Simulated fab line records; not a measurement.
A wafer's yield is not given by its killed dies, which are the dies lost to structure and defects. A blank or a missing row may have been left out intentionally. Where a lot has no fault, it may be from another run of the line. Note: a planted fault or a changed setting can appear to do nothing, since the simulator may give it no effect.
Matching of chambers ; flow nand-harc ; NHARC_A_WL_FILL_ALD_00 on ald-hk-02: 4 sister chambers
The step deposits Al2O3, target thk 3 nm, pulse time 3 s, ald cycles 30. 4 wafers are shown with their chamber, then 7 later ones without.

WAFERS WITH THEIR CHAMBER
wafer;chamber;heater-power-w (W)
L341.1;3;493
L349.3;1;495
L351.1;2;447
L351.2;0;459

WAFERS WHOSE CHAMBER IS MISSING
wafer;heater-power-w (W)
L351.4;475
L354.1;498
L354.2;487
L354.6;488
L356.1;453
L356.3;483
L356.4;482

WHICH CHAMBER EACH ONE RAN IN
wafer;from the rows above;in truth
L351.4;can't be placed: 0 or 3 or 1 or 2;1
L354.1;can't be placed: 1 or 3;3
L354.2;can't be placed: 3 or 1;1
L354.6;can't be placed: 3 or 1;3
L356.1;can't be placed: 0 or 2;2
L356.3;can't be placed: 3 or 1 or 0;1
L356.4;can't be placed: 3 or 1 or 0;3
Correctly placed: 0 of 7. Unplaceable from these rows: 7, with the true chamber sitting among the candidates in 7. Wrongly placed: 0.
How it was worked out, from the rows above alone: a wafer's distance from a chamber is the root of the sum, over the readings, of the square of ((its reading less the chamber's mean) divided by the reading's scatter). If the next closest chamber is less than 2 further off than the closest, the wafer can't be placed; otherwise it belongs to the closest. The mean given for a chamber averages the wafers shown for that chamber. The scatter (one wafer shown for each chamber): square how far every hidden wafer sits from the nearest shown wafer, average those squares and take the square root.
